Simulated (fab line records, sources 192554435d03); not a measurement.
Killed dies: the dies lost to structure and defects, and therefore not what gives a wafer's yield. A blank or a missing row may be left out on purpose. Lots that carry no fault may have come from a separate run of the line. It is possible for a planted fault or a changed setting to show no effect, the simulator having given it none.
fab line records    flow n5_finfet
record lots=6  wafers=18  last_day=18
route steps=1938 shown BEOL_M11@1554 PASSIVATION@1936
lots with no fault: from the same line, run without faults
start_h: hours from the record's first day to the start of the lot's first wafer shown    wait_h: hours elapsed since this lot's preceding step    " as in the row above    L1.1+2: several wafers, shown together as one row    - either no value or no given start    * or withheld: withheld    < > ~ a bound
route shown NAME@n: a module of which the file shows steps, and the number in the route of the first    usual: mean/standard deviation of fault-free wafers    same: alike in all rows    chamber/n: place in a boat    sites: the reading at each site    _std_site: their standard deviation    _edge_site: mean of outer sites minus mean of inner sites    radius_mm: for every site, how far away it sits from the centre of the wafer    mask NAME#n: copy n    behind: the last tool/chamber to shape the wafer    hold: why the lot went on hold/how many hours it stayed there/how the hold came to an end    device: the n, p or np transistor that did not switch    end of line: at the end of the route, the tests of the same wafers    where a step has no rows: the recipe by itself    killed: count of dies lost to structure and defects at first sort (not the wafer's yield)    map: a wafer's dies, marking killed ones x, the rest . and places with no die _
set.NAME: the setting that was run; set.NAME@STEP: the one run at that earlier step    model.NAME: the simulator's own value behind a step, which no gauge read
certain route steps with their lots: each step a table, each wafer a row
services: from which hour (start_h, from the record's first day; less than 0 if before it) a tool's chamber was out of use, for how many hours, and why
## steps
# step N5_BEOL_M11_ETCH_62
# recipe chemistry=N2/H2  target=SOC  target_depth_a=1100  overetch_a=220  mask_material=SiARC  temp_c=40  time_s=165  ion_energy_ev=200  pressure_mtorr=30  source_w=840  bias_w=150  n2_flow_sccm=200  h2_flow_sccm=200
# usual drypump_motor_current_A=5.8/0.53  oes_product_au=0.68/0.067  rf_vpp_V=523.1/2.2  showerhead_plenum_p_Torr=2.52/0.075  throttle_valve_pct=17.68/0.18
lot.wafer  tool         chamber  start_h  wait_h  drypump_motor_current_A  oes_product_au  rf_hours_counter_h  rf_vpp_V  showerhead_plenum_p_Torr  throttle_valve_pct
L135.2     rie_diel-06  1        314.48   0.0     5.2                      0.65            133                 520.8     2.45                      17.79
L135.3     "            2        "        "       6.6                      0.80            13                  523.2     2.49                      17.64
L135.5     "            1        "        "       5.2                      0.66            -                   521.1     2.45                      17.80
L138.2     rie_diel-02  3        330.10   0.0     4.7                      0.65            108                 522.1     2.46                      17.60
L138.3     "            0        "        "       5.7                      0.65            137                 526.2     2.54                      17.43
L138.6     "            3        "        "       4.7                      0.66            -                   521.0     2.46                      17.59
L142.2     rie_diel-06  3        363.16   0.0     5.8                      0.64            163                 520.5     2.43                      18.02
L142.3     "            1        "        "       5.2                      0.64            150                 521.1     2.44                      17.82
L142.4     "            2        "        "       6.6                      0.77            30                  522.5     2.48                      17.67
L145.1     rie_diel-06  1        365.02   0.0     5.2                      0.64            151                 520.7     2.44                      17.80
L145.5     "            0        "        "       6.2                      0.77            -                   521.4     2.50                      17.43
L145.6     "            1        "        "       5.3                      0.64            -                   521.6     2.44                      17.81
L147.2     rie_diel-05  3        396.82   0.0     5.8                      0.60            209                 524.2     2.63                      17.63
L147.4     "            2        "        "       5.3                      0.71            90                  521.8     2.47                      17.74
L147.5     "            3        "        "       5.8                      0.60            -                   526.6     2.63                      17.61
L148.1     rie_diel-05  1        402.00   0.0     6.0                      0.60            213                 523.2     2.50                      17.53
L148.3     "            2        "        "       5.3                      0.70            90                  522.0     2.47                      17.74
L148.5     "            3        "        "       5.8                      0.61            -                   526.3     2.63                      17.61
# step N5_BEOL_M11_STRIP_68
# recipe chemistry=N2/H2  temp_c=40  n2_flow_sccm=200  h2_flow_sccm=200  rf_frequency_hz=6e+07
# step N5_BEOL_M11_STRIP_67
# recipe chemistry=CF4  resist=SiARC  power_w=300  bias_power_w=75  pressure_mtorr=50  cf4_flow_sccm=150  rf_frequency_hz=6e+07
# usual drypump_motor_current_A=5.8/0.52  oes_product_au=0.80/0.079  rf_vpp_V=270.8/1.4  showerhead_plenum_p_Torr=1.77/0.049  throttle_valve_pct=13.45/0.19
lot.wafer  tool         chamber  start_h  wait_h  drypump_motor_current_A  oes_product_au  rf_hours_counter_h  rf_vpp_V  showerhead_plenum_p_Torr  throttle_valve_pct
L135.2     rie_diel-06  1        314.63   0.0     5.2                      0.77            133                 270.1     1.73                      13.58
L135.3     "            2        "        "       6.5                      0.94            13                  270.3     1.76                      13.37
L135.5     "            1        "        "       5.2                      0.77            -                   268.6     1.73                      13.57
L138.2     rie_diel-02  3        330.25   0.0     4.7                      0.78            108                 270.5     1.74                      13.41
L138.3     "            0        "        "       5.8                      0.78            137                 270.0     1.79                      13.30
L138.6     "            3        "        "       4.7                      0.77            -                   270.1     1.74                      13.42
L142.2     rie_diel-06  3        363.30   0.0     5.8                      0.75            163                 269.4     1.72                      13.78
L142.3     "            1        "        "       5.2                      0.76            150                 269.5     1.73                      13.61
L142.4     "            2        "        "       6.6                      0.90            30                  270.8     1.76                      13.41
L145.1     rie_diel-06  1        365.16   0.0     5.2                      0.75            151                 269.4     1.72                      13.61
L145.5     "            0        "        "       6.2                      0.91            -                   269.8     1.76                      13.04
L145.6     "            1        "        "       5.3                      0.76            -                   270.9     1.72                      13.61
L147.2     rie_diel-05  3        396.96   0.0     5.8                      0.71            209                 272.3     1.85                      13.47
L147.4     "            2        "        "       5.3                      0.83            90                  269.4     1.74                      13.46
L147.5     "            3        "        "       5.8                      0.71            -                   272.9     1.85                      13.47
L148.1     rie_diel-05  1        402.15   0.0     6.0                      0.71            213                 271.9     1.78                      13.54
L148.3     "            2        "        "       5.3                      0.83            90                  269.3     1.74                      13.46
L148.5     "            3        "        "       5.8                      0.72            -                   272.9     1.85                      13.49
# step N5_BEOL_M11_HM_OPEN_17
# recipe chemistry=Cl2/BCl3  target_depth_a=200  overetch_a=60  target=TiN  mask_material=SOC  ion_energy_ev=150  pressure_mtorr=10  icp_w=1000  bias_w=126  Cl2_flow_sccm=53.25  bcl3_flow_sccm=21.75  Ar_flow_sccm=25
# usual drypump_motor_current_A=5.7/0.4  oes_product_au=0.67/0.07  throttle_valve_pct=22.10/0.15
lot.wafer  tool          chamber  start_h  wait_h  drypump_motor_current_A  oes_product_au  rf_hours_counter_h  throttle_valve_pct
L135.2     rie_metal-01  0        314.67   0.0     5.5                      0.73            16                  22.12
L135.3     "             1        "        "       6.2                      0.79            -                   21.88
L135.5     "             0        "        "       5.6                      0.74            -                   22.11
L138.2     rie_metal-01  1        330.29   0.0     6.2                      0.77            7                   21.90
L138.3     "             0        "        "       5.6                      0.71            -                   22.14
L138.6     "             1        "        "       6.2                      0.77            -                   21.91
L142.2     rie_metal-03  0        363.34   0.0     4.9                      0.64            54                  22.40
L142.3     "             0        "        "       4.9                      0.64            -                   22.40
L142.4     "             1        "        "       5.8                      0.63            -                   22.05
L145.1     rie_metal-01  0        365.20   0.0     5.6                      0.71            22                  22.13
L145.5     "             0        "        "       5.6                      0.72            -                   22.13
L145.6     "             1        "        "       6.1                      0.76            -                   21.91
L147.2     rie_metal-02  0        397.00   0.0     6.0                      0.69            34                  22.02
L147.4     "             0        "        "       6.0                      0.69            -                   22.04
L147.5     "             0        "        "       6.0                      0.68            -                   22.03
L148.1     rie_metal-03  1        402.19   0.0     5.8                      0.62            66                  22.08
L148.3     "             0        "        "       4.9                      0.64            -                   22.42
L148.5     "             0        "        "       4.9                      0.64            -                   22.40
# step N5_BEOL_M11_STRIP_19
# recipe chemistry=O2  power_w=400  temp_c=40  pressure_mtorr=30  rf_frequency_hz=6e+07  bias_power_w=0  overash_fraction=0.2  o2_flow_sccm=225
# usual drypump_motor_current_A=5.7/0.53  oes_product_au=0.79/0.084  rf_vpp_V=3.7/0.5  showerhead_plenum_p_Torr=2.09/0.066  throttle_valve_pct=16.56/0.18
lot.wafer  tool         chamber  start_h  wait_h  drypump_motor_current_A  oes_product_au  rf_hours_counter_h  rf_vpp_V  showerhead_plenum_p_Torr  throttle_valve_pct
L135.2     rie_diel-02  3        314.78   0.1     4.7                      0.78            102                 2.9       2.02                      16.40
L135.3     "            1        "        "       6.4                      0.83            71                  2.8       2.23                      16.63
L135.5     "            0        "        "       5.8                      0.78            -                   3.9       2.11                      16.42
L138.2     rie_diel-02  1        330.40   0.1     6.4                      0.82            77                  3.8       2.22                      16.62
L138.3     "            0        "        "       5.8                      0.77            137                 4.0       2.11                      16.43
L138.6     "            2        "        "       6.1                      0.78            -                   4.0       2.12                      16.79
L142.2     rie_diel-06  2        363.45   0.1     6.6                      0.91            30                  4.2       2.05                      16.57
L142.3     "            1        "        "       5.2                      0.76            150                 4.6       2.02                      16.74
L142.4     "            0        "        "       6.2                      0.93            19                  3.3       2.06                      16.18
L145.1     rie_diel-05  3        365.34   0.1     5.8                      0.71            200                 3.8       2.18                      16.53
L145.5     "            1        "        "       6.0                      0.70            -                   3.1       2.08                      16.55
L145.6     "            0        "        "       5.0                      0.73            -                   2.9       2.16                      16.61
L147.2     rie_diel-05  0        397.11   0.1     5.0                      0.71            218                 3.8       2.16                      16.64
L147.4     "            1        "        "       6.0                      0.69            213                 4.0       2.08                      16.56
L147.5     "            1        "        "       6.0                      0.70            -                   4.3       2.08                      16.57
L148.1     rie_diel-05  0        402.30   0.1     5.0                      0.71            218                 3.5       2.16                      16.62
L148.3     "            2        "        "       5.3                      0.83            90                  3.4       2.03                      16.55
L148.5     "            0        "        "       5.0                      0.71            -                   3.1       2.16                      16.64
# step N5_BEOL_M11_CD_MEAS_18
# recipe pitch_nm=140  target_cd_nm=70
# usual cd_nm=70.0/0.52
lot.wafer  tool       chamber  start_h  wait_h  cd_nm
L135.2     cd_sem-02  -        314.85   0.1     70.9
L135.3     "          -        "        "       70.8
L135.5     "          -        "        "       70.1
L138.2     cd_sem-01  -        330.47   0.1     70.2
L138.3     "          -        "        "       70.6
L138.6     "          -        "        "       70.2
L142.2     cd_sem-03  -        363.52   0.1     69.5
L142.3     "          -        "        "       69.6
L142.4     "          -        "        "       70.5
L145.1     cd_sem-02  -        365.41   0.0     69.6
L145.5     "          -        "        "       70.0
L145.6     "          -        "        "       69.6
L147.2     cd_sem-02  -        397.18   0.1     69.6
L147.4     "          -        "        "       70.2
L147.5     "          -        "        "       69.5
L148.1     cd_sem-03  -        402.37   0.0     70.2
L148.3     "          -        "        "       70.9
L148.5     "          -        "        "       70.6
# step N5_BEOL_M11_COAT_63
# recipe resist=SOC  temp_c=250  time_s=60  spin_rpm=1500  resist_thk_nm=100
# step N5_BEOL_M11_COAT_64
# recipe resist=SiARC  temp_c=220  time_s=60  spin_rpm=1500  resist_thk_nm=30
# step N5_BEOL_M11_COAT_22
# recipe resist=CAR-ArF  spin_rpm=1500  resist_thk_nm=90
# step N5_BEOL_M11_EBR_24
# recipe solvent=PGMEA  ebr_width_mm=1.5
# step N5_BEOL_M11_SOFTBAKE_23
# recipe temp_c=110  time_s=60  resist=CAR-ArF
# step N5_BEOL_M11_EXPOSE_25
# recipe mask_id=V10  na=1.35  source_shape=annular  sigma_inner=0.5  sigma_outer=0.8  polarization=unpolarized  dose_mj=85.5
# step N5_BEOL_M11_PEB_26
# recipe peb_temp_c=withheld  peb_time_s=60  resist=CAR-ArF
lot.wafer   tool            chamber  start_h  wait_h
L135.2+3+5  litho_track-01  0        315.28   0.1
L138.2+3+6  litho_track-01  0        330.85   0.1
L142.2+3+4  litho_track-03  0        363.95   0.1
L145.1+5+6  litho_track-03  0        366.91   0.1
L147.2+4+5  litho_track-01  0        400.39   0.1
L148.1+3+5  litho_track-03  0        403.17   0.1
# step N5_BEOL_M11_DEVELOP_27
# recipe develop_time_s=30  developer=TMAH  resist=CAR-ArF  rinse_liquid=diw  dry=air_spin  dev_temp_c=23
# step N5_BEOL_M11_CD_MEAS_28
# recipe target_cd_nm=70  landing_energy_ev=500  detector=se_inlens  polarity=opening
# usual cd_nm=70.1/0.7
lot.wafer  tool       chamber  start_h  wait_h  cd_nm
L135.2     cd_sem-03  0        315.34   -       73.6
L135.3     "          0        "        "       69.6
L135.5     "          0        "        "       73.4
L138.2     cd_sem-03  0        330.91   -       72.7
L138.3     "          0        "        "       71.4
L138.6     "          0        "        "       71.1
L142.2     cd_sem-02  0        364.02   -       70.6
L142.3     "          0        "        "       69.8
L142.4     "          0        "        "       70.4
L145.1     cd_sem-02  0        366.98   -       70.2
L145.5     "          0        "        "       69.8
L145.6     "          0        "        "       70.4
L147.2     cd_sem-03  0        400.46   -       69.0
L147.4     "          0        "        "       68.4
L147.5     "          0        "        "       68.9
L148.1     cd_sem-03  0        403.24   -       70.3
L148.3     "          0        "        "       70.1
L148.5     "          0        "        "       70.5
# step N5_BEOL_M11_OVL_MEAS_29
# recipe points_per_wafer=44
# usual V10_OVL=-0.1/0.66
lot.wafer  tool        chamber  start_h  wait_h  V10_OVL[nm]
L135.2     overlay-02  0        315.37   0.0     -0.4
L135.3     "           0        "        "       0.7
L135.5     "           0        "        "       0.8
L138.2     overlay-02  0        330.94   0.0     -0.4
L138.3     "           0        "        "       -0.3
L138.6     "           0        "        "       -0.6
L142.2     overlay-01  0        364.05   0.0     0.4
L142.3     "           0        "        "       -0.4
L142.4     "           0        "        "       0.7
L145.1     overlay-01  0        367.01   0.0     -0.8
L145.5     "           0        "        "       -0.2
L145.6     "           0        "        "       -0.3
L147.2     overlay-02  0        400.49   0.0     -1.2
L147.4     "           0        "        "       -0.6
L147.5     "           0        "        "       -0.4
L148.1     overlay-01  0        403.27   0.0     0.3
L148.3     "           0        "        "       1.3
L148.5     "           0        "        "       0.9
# step N5_PASSIVATION_PROBE_49
# usual defect_limited_yield=91.1/1.5  killed_at_M0_to_M3=36/11  killed_at_M4_up=14/5.6  killed_at_contacts=11/5.6  killed_at_front_end=40/12  killed_at_other=4/3.2  killed_dies=105/17  killed_open=69/12  killed_short=34/8.4  sort_bin_5_function=5.2/0.95  sort_bin_6_memory=3.3/0.63  sort_n_pass=1075/17  sort_yield_pct=91.1/1.5
# same gross_dies=1180  killed_at_back_side=0  sort_bin_4_leakage[%]=0  sort_bin_8_speed[%]=0
lot.wafer  tool       chamber  start_h  wait_h  defect_limited_yield[%]  killed_at_M0_to_M3  killed_at_M4_up  killed_at_contacts  killed_at_front_end  killed_at_other  killed_dies  killed_open  killed_short  sort_bin_5_function[%]  sort_bin_6_memory[%]  sort_n_pass  sort_yield_pct[%]
L142.2     prober-02  -        409.90   0.1     89.8                     39                  18               8                   51                   4                120          92           28            6.7                     3.1                   1060         89.8
L142.4     prober-02  -        410.00   0.2     91.4                     26                  18               16                  37                   4                101          76           25            5.3                     3.0                   1079         91.4
# killed by level:class
L142.2 STI_FIN_REVEAL:geometric_particle:open=23 BEOL_M3:geometric_particle:open=17 FIN_SAQP:geometric_particle:short=8 FIN_SAQP:geometric_particle:open=7 MOL_CONTACT_COAG:geometric_particle:open=7 BEOL_M4:geometric_particle:open=6 BEOL_M2:geometric_particle:open=5 BEOL_M1:geometric_particle:open=4
L142.4 MOL_CONTACT_COAG:geometric_particle:open=15 STI_FIN_REVEAL:geometric_particle:open=13 BEOL_M2:geometric_particle:open=9 BEOL_M4:geometric_particle:open=9 GATE_CUT:geometric_particle:open=8 BEOL_M0_SAQP:geometric_particle:open=5 GATE_CUT:geometric_particle:short=4 BEOL_M3:geometric_particle:open=4
## services
tool          chamber  start_h  hours  kind
rie_diel-05   0        295.90   7.5    repair
rie_metal-03  -        304.74   1.1    repair
rie_diel-02   -        306.21   0.9    repair
rie_diel-05   -        311.94   4.3    pm
rie_diel-06   0        313.92   13.7   repair
rie_metal-02  -        314.59   0.5    repair
rie_diel-05   -        332.69   0.7    repair
rie_metal-02  -        332.92   2.8    pm
rie_diel-06   0        386.48   5.5    repair
rie_diel-02   2        401.27   1.5    repair
## key
first_sign step=N5_BEOL_M11_CD_MEAS_28  reading=cd_nm  direction=up  sigmas=4.5  usual=70.1  struck=73.2
effect none on later readings
met_at N5_BEOL_M11_PEB_26
struck_wafers L135.2,L135.5,L138.2
fault kind=process_parameter_drift  tool=litho_track-01  chamber=-  onset_h=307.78  steps=N5_BEOL_M11_PEB_26  channel=peb_time_s  offset=*  shape=step  end_h=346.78  scope=struck_wafers_only  acts_in=*  stated=*
